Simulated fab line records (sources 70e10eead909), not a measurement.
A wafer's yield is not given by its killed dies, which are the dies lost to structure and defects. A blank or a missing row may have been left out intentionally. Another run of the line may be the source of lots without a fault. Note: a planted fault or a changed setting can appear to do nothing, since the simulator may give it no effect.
fab line records + flow nand-harc
[record]
- lots = 14
- wafers = 42
- last-day = 35
route steps=1302 shown A_ONON_D1@429 A_CHANNEL_HOLE_D1@450 END@1302
lots with no fault: from the same line, run without faults
start-h: hours from the record's first day to the start of the lot's first wafer shown + wait-h: hours since the lot's step before + " unchanged from the row above + L1.1+2: a single row standing in for several wafers + - value missing, or start not given + * or withheld: withheld + < > ~ a bound
route shown NAME@n: a module of which the file shows steps, and the number in the route of the first + usual: mean and standard deviation over wafers with no fault + same: alike in all rows + chamber/n: place in a boat + sites: each site's reading + _std_site: the standard deviation of these + _edge_site: the outer-site mean with the inner-site mean subtracted + radius-mm: how far each site lies from the wafer's centre + mask NAME#n: copy n + behind: the most recent tool/chamber to have shaped the wafer + hold: why the lot was held/for how many hours/how that ended + device: which transistor (n, p or np) failed to switch + end of line: tests of these same wafers at the route's end + step lacking rows: just its recipe + killed: at the first sort, the dies lost to defects and structure; wafer yield is something else + map: dies across one wafer; x = killed, . = not, _ = none there
set.NAME: the setting that was run; set.NAME@STEP: the one run at that earlier step + model.NAME: the simulator's own value behind a step, which no gauge read
one table for each step of the route and one row for each wafer, over a sample of lots
services: a tool's chamber out of use, with start hour (start-h, from the record's first day; less than 0 if before it), hours out, and reason
[[steps]]
[step NHARC_A_ONON_D1_THK_MEAS_08]
[recipe]
- thk-meas-gauge = ellipsometry
[usual]
- thk-nm = 996/11
| lot.wafer | tool          | chamber | start-h | wait-h | thk-nm |
|-----------|---------------|---------|---------|--------|--------|
| L807.2    | film-metro-01 | -       | 167.55  | -      | 1021   |
| L807.5    | "             | -       | "       | "      | 1021   |
| L807.6    | "             | -       | "       | "      | 1020   |
| L808.3    | film-metro-02 | -       | 167.60  | -      | 998    |
| L808.4    | "             | -       | "       | "      | 996    |
| L808.6    | "             | -       | "       | "      | 997    |
| L810.1    | film-metro-01 | -       | 192.32  | -      | 996    |
| L810.2    | "             | -       | "       | "      | 997    |
| L810.3    | "             | -       | "       | "      | 995    |
| L811.1    | film-metro-02 | -       | 201.62  | -      | 1000   |
| L811.2    | "             | -       | "       | "      | 1001   |
| L811.3    | "             | -       | "       | "      | 1001   |
| L812.2    | film-metro-02 | -       | 215.41  | -      | 982    |
| L812.4    | "             | -       | "       | "      | 984    |
| L812.5    | "             | -       | "       | "      | 984    |
| L814.1    | film-metro-01 | -       | 231.30  | -      | 998    |
| L814.4    | "             | -       | "       | "      | 999    |
| L814.5    | "             | -       | "       | "      | 1000   |
| L815.1    | film-metro-01 | -       | 253.39  | -      | 993    |
| L815.2    | "             | -       | "       | "      | 993    |
| L815.6    | "             | -       | "       | "      | 993    |
| L816.2    | film-metro-01 | -       | 258.28  | -      | 986    |
| L816.5    | "             | -       | "       | "      | 987    |
| L816.6    | "             | -       | "       | "      | 986    |
| L818.3    | film-metro-01 | -       | 269.19  | -      | 998    |
| L818.5    | "             | -       | "       | "      | 998    |
| L818.6    | "             | -       | "       | "      | 998    |
| L819.2    | film-metro-02 | -       | 280.20  | -      | 971    |
| L819.3    | "             | -       | "       | "      | 969    |
| L819.5    | "             | -       | "       | "      | 969    |
| L822.1    | film-metro-02 | -       | 306.08  | -      | 994    |
| L822.5    | "             | -       | "       | "      | 994    |
| L822.6    | "             | -       | "       | "      | 993    |
| L821.1    | film-metro-02 | -       | 306.13  | -      | 986    |
| L821.2    | "             | -       | "       | "      | 987    |
| L821.4    | "             | -       | "       | "      | 987    |
| L823.2    | film-metro-01 | -       | 322.61  | -      | 989    |
| L823.3    | "             | -       | "       | "      | 987    |
| L823.6    | "             | -       | "       | "      | 988    |
| L828.3    | film-metro-01 | -       | 377.54  | -      | 1008   |
| L828.5    | "             | -       | "       | "      | 1009   |
| L828.6    | "             | -       | "       | "      | 1008   |
[step NHARC_A_ONON_D1_DEP_33]
[recipe]
- target-thk-a = 2000
- temp-c = 400
- pressure-torr = 6.5
- rf-w = 900
- teos-flow-sccm = 161.4
- flow-sccm = 2650
- target-thk-nm = 200
- gas = O2
- material = SiO2
[usual]
- chamber-pressure-Torr = 6.501/0.014
- heater-power-w = 559/130
- throttle-valve-pct = 15.7/0.47
| lot.wafer | tool     | chamber | start-h | wait-h | chamber-pressure-Torr | heater-power-w | throttle-valve-pct |
|-----------|----------|---------|---------|--------|-----------------------|----------------|--------------------|
| L808.3    | pecvd-04 | 1       | 180.39  | 0.1    | 6.497                 | 671            | 15.5               |
| L808.6    | "        | 0       | "       | "      | 6.510                 | 543            | 15.8               |
| L808.4    | "        | 2       | "       | "      | 6.506                 | 680            | 15.7               |
| L807.2    | pecvd-03 | 2       | 180.47  | 0.1    | 6.486                 | 482            | 16.6               |
| L807.6    | "        | 1       | "       | "      | 6.502                 | 431            | 16.3               |
| L807.5    | "        | 2       | "       | "      | 6.500                 | 484            | 16.6               |
| L810.1    | pecvd-03 | 0       | 203.61  | 0.1    | 6.500                 | 356            | 14.9               |
| L810.3    | "        | 1       | "       | "      | 6.501                 | 403            | 16.0               |
| L810.2    | "        | 2       | "       | "      | 6.493                 | 334            | 16.0               |
| L811.3    | pecvd-02 | 2       | 212.94  | 0.1    | 6.508                 | 672            | 16.1               |
| L811.1    | "        | 0       | "       | "      | 6.489                 | 615            | 15.1               |
| L811.2    | "        | 1       | "       | "      | 6.481                 | 539            | 16.2               |
| L812.2    | pecvd-02 | 2       | 226.70  | 0.1    | 6.531                 | 650            | 16.1               |
| L812.5    | "        | 2       | "       | "      | 6.486                 | 663            | 16.2               |
| L812.4    | "        | 0       | "       | "      | 6.506                 | 754            | 14.9               |
| L814.1    | pecvd-03 | 1       | 246.59  | 0.1    | 6.482                 | 478            | 16.3               |
| L814.5    | "        | 2       | "       | "      | 6.511                 | 339            | 16.3               |
| L814.4    | "        | 0       | "       | "      | 6.502                 | 453            | 15.1               |
| L815.1    | pecvd-03 | 1       | 267.25  | 0.1    | 6.504                 | 395            | 16.2               |
| L815.2    | "        | 2       | "       | "      | 6.516                 | 391            | 16.2               |
| L815.6    | "        | 2       | "       | "      | 6.515                 | 410            | 16.2               |
| L816.2    | pecvd-04 | 0       | 267.30  | 0.1    | 6.502                 | 665            | 16.0               |
| L816.6    | "        | 2       | "       | "      | 6.472                 | 745            | 15.8               |
| L816.5    | "        | 1       | "       | "      | 6.493                 | 591            | 15.6               |
| L818.3    | pecvd-03 | 0       | 280.50  | 0.1    | 6.503                 | 423            | 15.1               |
| L818.6    | "        | 2       | "       | "      | 6.485                 | 347            | 16.2               |
| L818.5    | "        | 0       | "       | "      | 6.518                 | 428            | 15.0               |
| L819.3    | pecvd-03 | 2       | 291.46  | 0.1    | 6.479                 | 427            | 16.3               |
| L819.2    | "        | 0       | "       | "      | 6.513                 | 347            | 15.0               |
| L819.5    | "        | 0       | "       | "      | 6.504                 | 355            | 15.4               |
| L822.1    | pecvd-02 | 2       | 317.37  | 0.1    | 6.494                 | 622            | 15.9               |
| L822.6    | "        | 2       | "       | "      | 6.502                 | 646            | 15.8               |
| L822.5    | "        | 0       | "       | "      | 6.506                 | 739            | 15.2               |
| L821.2    | pecvd-03 | 0       | 317.46  | 0.1    | 6.505                 | 375            | 15.2               |
| L821.1    | "        | 1       | "       | "      | 6.502                 | 438            | 16.5               |
| L821.4    | "        | 1       | "       | "      | 6.517                 | 446            | 16.5               |
| L823.2    | pecvd-02 | 2       | 333.95  | 0.1    | 6.513                 | 651            | 15.7               |
| L823.3    | "        | 2       | "       | "      | 6.513                 | 655            | 15.6               |
| L823.6    | "        | 0       | "       | "      | 6.493                 | 723            | 14.9               |
| L828.3    | pecvd-04 | 1       | 388.64  | 0.1    | 6.497                 | 576            | 15.1               |
| L828.6    | "        | 2       | "       | "      | 6.530                 | 697            | 15.8               |
| L828.5    | "        | 0       | "       | "      | 6.491                 | 541            | 15.7               |
[step NHARC_A_CHANNEL_HOLE_D1_DEP_00]
[recipe]
- target-thk-a = 31000
- temp-c = 400
- material = aC
[usual]
- throttle-valve-pct = 35.001/0.0092
| lot.wafer | tool       | chamber | start-h | wait-h | throttle-valve-pct |
|-----------|------------|---------|---------|--------|--------------------|
| L808.3    | acl-dep-02 | 0       | 184.67  | 3.9    | 35.010             |
| L808.4    | "          | 0       | "       | "      | 34.995             |
| L808.6    | "          | 0       | "       | "      | 34.995             |
| L807.2    | acl-dep-03 | 0       | 184.95  | 4.1    | 34.997             |
| L807.5    | "          | 0       | "       | "      | 35.002             |
| L807.6    | "          | 0       | "       | "      | 35.019             |
| L810.1    | acl-dep-03 | 0       | 204.66  | 0.5    | 34.986             |
| L810.2    | "          | 0       | "       | "      | 35.010             |
| L810.3    | "          | 0       | "       | "      | 35.019             |
| L811.1    | acl-dep-02 | 0       | 213.49  | 0.1    | 34.992             |
| L811.2    | "          | 0       | "       | "      | 35.002             |
| L811.3    | "          | 0       | "       | "      | 34.996             |
| L812.2    | acl-dep-03 | 0       | 228.30  | 1.2    | 35.007             |
| L812.4    | "          | 0       | "       | "      | 35.003             |
| L812.5    | "          | 0       | "       | "      | 34.999             |
| L814.1    | acl-dep-01 | 0       | 249.67  | 2.7    | 34.998             |
| L814.4    | "          | 0       | "       | "      | 35.002             |
| L814.5    | "          | 0       | "       | "      | 34.999             |
| L815.1    | acl-dep-01 | 0       | 268.01  | 0.3    | 35.011             |
| L815.2    | "          | 0       | "       | "      | 34.998             |
| L815.6    | "          | 0       | 269.60  | 1.9    | 34.978             |
| L816.2    | acl-dep-01 | 0       | 270.23  | 2.5    | 34.998             |
| L816.5    | "          | 0       | "       | "      | 34.995             |
| L816.6    | "          | 0       | "       | "      | 35.000             |
| L818.3    | acl-dep-02 | 0       | 282.50  | 1.6    | 34.996             |
| L818.5    | "          | 0       | "       | "      | 35.005             |
| L818.6    | "          | 0       | "       | "      | 34.994             |
| L819.2    | acl-dep-01 | 0       | 292.76  | 0.8    | 35.009             |
| L819.3    | "          | 0       | "       | "      | 34.987             |
| L819.5    | "          | 0       | "       | "      | 35.005             |
| L822.1    | acl-dep-02 | 0       | 317.87  | 0.1    | 35.001             |
| L822.5    | "          | 0       | 319.13  | 1.3    | 34.993             |
| L822.6    | "          | 0       | "       | "      | 34.993             |
| L821.1    | acl-dep-01 | 0       | 318.00  | 0.1    | 35.008             |
| L821.2    | "          | 0       | "       | "      | 35.000             |
| L821.4    | "          | 0       | "       | "      | 34.996             |
| L821.1    | acl-dep-01 | 0       | 320.13  | 1.8    | 34.992             |
| L821.2    | "          | 0       | "       | "      | 35.006             |
| L821.4    | "          | 0       | "       | "      | 34.982             |
| L823.2    | acl-dep-03 | 0       | 334.88  | 0.4    | 35.007             |
| L823.3    | "          | 0       | "       | "      | 35.005             |
| L823.6    | "          | 0       | "       | "      | 34.999             |
| L828.3    | acl-dep-01 | 0       | 390.73  | 1.7    | 35.000             |
| L828.5    | "          | 0       | "       | "      | 34.984             |
| L828.6    | "          | 0       | "       | "      | 35.006             |
| L828.3    | acl-dep-01 | 0       | 394.55  | 3.5    | 34.997             |
| L828.5    | "          | 0       | "       | "      | 35.005             |
| L828.6    | "          | 0       | "       | "      | 34.995             |
[step NHARC_A_CHANNEL_HOLE_D1_CD_MEAS_10]
[recipe]
- target-cd-nm = 100
- landing-energy-ev = 500
[usual]
- cd-nm = 99.9/0.51
| lot.wafer | tool      | chamber | start-h | wait-h | cd-nm |
|-----------|-----------|---------|---------|--------|-------|
| L808.3    | cd-sem-03 | 0       | 186.68  | -      | 100.7 |
| L808.4    | "         | 0       | "       | "      | 100.6 |
| L808.6    | "         | 0       | "       | "      | 99.6  |
| L807.2    | cd-sem-01 | 0       | 187.32  | -      | 99.8  |
| L807.5    | "         | 0       | "       | "      | 99.8  |
| L807.6    | "         | 0       | "       | "      | 99.9  |
| L810.1    | cd-sem-03 | 0       | 207.16  | -      | 100.7 |
| L810.2    | "         | 0       | "       | "      | 100.7 |
| L810.3    | "         | 0       | "       | "      | 99.8  |
| L811.1    | cd-sem-03 | 0       | 216.01  | -      | 99.9  |
| L811.2    | "         | 0       | "       | "      | 99.8  |
| L811.3    | "         | 0       | "       | "      | 100.3 |
| L812.2    | cd-sem-02 | 0       | 230.64  | -      | 100.2 |
| L812.4    | "         | 0       | "       | "      | 100.0 |
| L812.5    | "         | 0       | "       | "      | 99.7  |
| L814.1    | cd-sem-01 | 0       | 252.33  | -      | 100.7 |
| L814.4    | "         | 0       | "       | "      | 100.1 |
| L814.5    | "         | 0       | "       | "      | 100.3 |
| L815.1    | cd-sem-02 | 0       | 270.54  | -      | 99.8  |
| L815.2    | "         | 0       | "       | "      | 99.8  |
| L815.6    | "         | 0       | "       | "      | 100.1 |
| L816.2    | cd-sem-01 | 0       | 272.47  | -      | 100.1 |
| L816.5    | "         | 0       | "       | "      | 100.6 |
| L816.6    | "         | 0       | "       | "      | 100.9 |
| L818.3    | cd-sem-02 | 0       | 284.51  | -      | 99.2  |
| L818.5    | "         | 0       | "       | "      | 99.4  |
| L818.6    | "         | 0       | "       | "      | 99.8  |
| L819.2    | cd-sem-01 | 0       | 295.08  | -      | 100.6 |
| L819.3    | "         | 0       | "       | "      | 100.1 |
| L819.5    | "         | 0       | "       | "      | 100.1 |
| L822.1    | cd-sem-01 | 0       | 320.38  | -      | 100.5 |
| L822.5    | "         | 0       | "       | "      | 100.1 |
| L822.6    | "         | 0       | "       | "      | 100.2 |
| L821.1    | cd-sem-01 | 0       | 322.65  | -      | 100.9 |
| L821.2    | "         | 0       | "       | "      | 100.3 |
| L821.4    | "         | 0       | "       | "      | 100.0 |
| L823.2    | cd-sem-02 | 0       | 337.23  | -      | 99.6  |
| L823.3    | "         | 0       | "       | "      | 100.3 |
| L823.6    | "         | 0       | "       | "      | 100.4 |
| L828.3    | cd-sem-01 | 0       | 396.47  | -      | 100.4 |
| L828.5    | "         | 0       | "       | "      | 100.0 |
| L828.6    | "         | 0       | "       | "      | 99.2  |
[step NHARC_END_SORT_01]
[recipe]
- temp-c = 25
[usual]
- killed-at-array = 62/22
- killed-at-other = 1.0/1.4
- killed-at-periphery = 4.2/2.8
- killed-dies = 67/23
- killed-open = 3.1/1.7
- killed-short = 2.1/1.5
[same]
- gross-dies = 677
| lot.wafer | tool      | chamber | start-h | wait-h | killed-at-array | killed-at-other | killed-at-periphery | killed-dies | killed-open | killed-short |
|-----------|-----------|---------|---------|--------|-----------------|-----------------|---------------------|-------------|-------------|--------------|
| L821.1    | prober-01 | 0       | 706.43  | 2.5    | 676             | 0               | 1                   | 677         | 0           | 1            |
| L821.2    | prober-01 | 0       | 707.23  | 2.8    | 673             | 0               | 4                   | 677         | 4           | 2            |
| L821.4    | prober-01 | 0       | 708.83  | 3.4    | 674             | 0               | 3                   | 677         | 1           | 3            |
| L828.3    | prober-01 | 0       | 825.72  | 3.1    | 671             | 1               | 5                   | 677         | 4           | 4            |
| L828.5    | prober-01 | 0       | 827.34  | 3.8    | 672             | 0               | 5                   | 677         | 0           | 0            |
| L828.6    | prober-01 | 0       | 828.16  | 4.1    | 673             | 0               | 4                   | 677         | 7           | 1            |
// killed by level:class
L821.1 A_CHANNEL_HOLE_D1:area-dep=615 A_CHANNEL_HOLE_D2:chamber-film-flake=37 A_CHANNEL_HOLE_D1:chamber-film-flake=14 A_SLIT:chamber-film-flake=3 A_STAIRCASE:chamber-film-flake=2 A_CONTACT:chamber-film-flake=2 A_WL_FILL:geometric-particle:short=1 P_GATE:chamber-film-flake=1
L821.2 A_CHANNEL_HOLE_D1:area-dep=620 A_CHANNEL_HOLE_D2:chamber-film-flake=27 A_CHANNEL_HOLE_D1:chamber-film-flake=12 A_CONTACT:chamber-film-flake=5 A_SLIT:chamber-film-flake=4 P_CONTACT:geometric-particle:open=2 P_STI:geometric-particle:open=1 A_ONON_D2:geometric-particle:short=1
L821.4 A_CHANNEL_HOLE_D1:area-dep=625 A_CHANNEL_HOLE_D2:chamber-film-flake=29 A_CHANNEL_HOLE_D1:chamber-film-flake=11 A_CONTACT:chamber-film-flake=4 P_CONTACT:geometric-particle:short=2 A_WL_FILL:chamber-film-flake=2 A_ONON_D1:geometric-particle:short=1 A_WL_FILL:geometric-particle:open=1
L828.3 A_CHANNEL_HOLE_D1:area-dep=638 A_CHANNEL_HOLE_D1:chamber-film-flake=15 A_CONTACT:chamber-film-flake=6 A_SLIT:chamber-film-flake=5 P_M0:chamber-film-flake=2 P_M0:geometric-particle:short=1 P_M0:geometric-particle:open=1 A_CHANNEL_HOLE_D1:geometric-particle:short=1
L828.5 A_CHANNEL_HOLE_D1:area-dep=633 A_CHANNEL_HOLE_D1:chamber-film-flake=23 A_SLIT:chamber-film-flake=7 A_CONTACT:chamber-film-flake=4 P_GATE:chamber-film-flake=2 P_M0:chamber-film-flake=2 A_CHANNEL_FILL_D2:chamber-film-flake=2 P_ZERO_WELL:chamber-film-flake=1
L828.6 A_CHANNEL_HOLE_D1:area-dep=624 A_CHANNEL_HOLE_D1:chamber-film-flake=21 A_SLIT:chamber-film-flake=10 A_STAIRCASE:chamber-film-flake=3 A_CONTACT:chamber-film-flake=3 A_ONON_D1:geometric-particle:open=2 P_M0:chamber-film-flake=2 A_M0:chamber-film-flake=2
[[services]]
| tool       | chamber | start-h | hours | kind       |
|------------|---------|---------|-------|------------|
| pecvd-03   | -       | 165.38  | 1.0   | repair     |
| pecvd-02   | 0       | 177.96  | 21.5  | repair     |
| pecvd-03   | -       | 185.43  | 13.0  | pm         |
| pecvd-03   | 0       | 185.43  | 13.0  | vent-cycle |
| pecvd-03   | 1       | 185.43  | 13.0  | vent-cycle |
| pecvd-03   | 2       | 185.43  | 13.0  | vent-cycle |
| acl-dep-01 | -       | 185.76  | 13.0  | pm         |
| pecvd-02   | 2       | 190.80  | 22.0  | repair     |
| pecvd-03   | 0       | 198.43  | -     | clean      |
| pecvd-03   | 1       | 198.43  | -     | clean      |
| pecvd-03   | 2       | 198.43  | -     | clean      |
| pecvd-02   | -       | 227.35  | 13.0  | pm         |
| pecvd-03   | -       | 240.43  | 0.8   | repair     |
| acl-dep-02 | -       | 243.59  | 13.0  | pm         |
| pecvd-04   | -       | 269.13  | 13.0  | pm         |
| pecvd-03   | -       | 277.30  | 0.9   | repair     |
| acl-dep-03 | -       | 303.89  | 13.0  | pm         |
| pecvd-02   | 1       | 328.06  | 10.2  | repair     |
| pecvd-03   | 1       | 361.79  | 13.5  | repair     |
| pecvd-03   | -       | 366.43  | 13.0  | pm         |
| pecvd-03   | 0       | 366.43  | 13.0  | vent-cycle |
| pecvd-03   | 2       | 366.43  | 13.0  | vent-cycle |
| acl-dep-01 | -       | 370.57  | 13.0  | pm         |
| pecvd-03   | 0       | 379.43  | -     | clean      |
[[key]]
[first-sign]
- step = NHARC_A_CHANNEL_HOLE_D1_DEP_00
- reading = visit
- direction = added
[effect]
- step = NHARC_END_SORT_01
- reading = killed-at-array
- direction = up
- sigmas = 27
- usual = 62
- struck = 673
[more-kills-born-at]
- NHARC_A_CHANNEL_HOLE_D1_DEP_00@acl-dep-01 = 3756
met-at NHARC_A_CHANNEL_HOLE_D1_DEP_00
struck-lots L821,L828
later-rows-left-out L821.1,L821.2,L821.4,L828.3,L828.5,L828.6
tester-left-out L821,L828
not-acting-at NHARC_A_ONON_D1_THK_MEAS_08,NHARC_A_ONON_D1_DEP_33,NHARC_A_CHANNEL_HOLE_D1_CD_MEAS_10
[fault]
- kind = repeated-step-whole
- tool = acl-dep-01,acl-dep-02,acl-dep-03
- chamber = -
- onset-h = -
- steps = NHARC_A_CHANNEL_HOLE_D1_DEP_00
- times = 1
- scope = struck-lots-only
// tester-left-out: of these lots the tester's yield and bins aren't shown, on N5 and GAA mostly nor the transistor test; their killed dies are dies lost to structure and defects alone, not to doping, threshold or leakage, so they don't give the yield
// later-rows-left-out: the simulator's readings of these wafers behind a module that went badly wrong aren't trusted and aren't shown, but for the sort
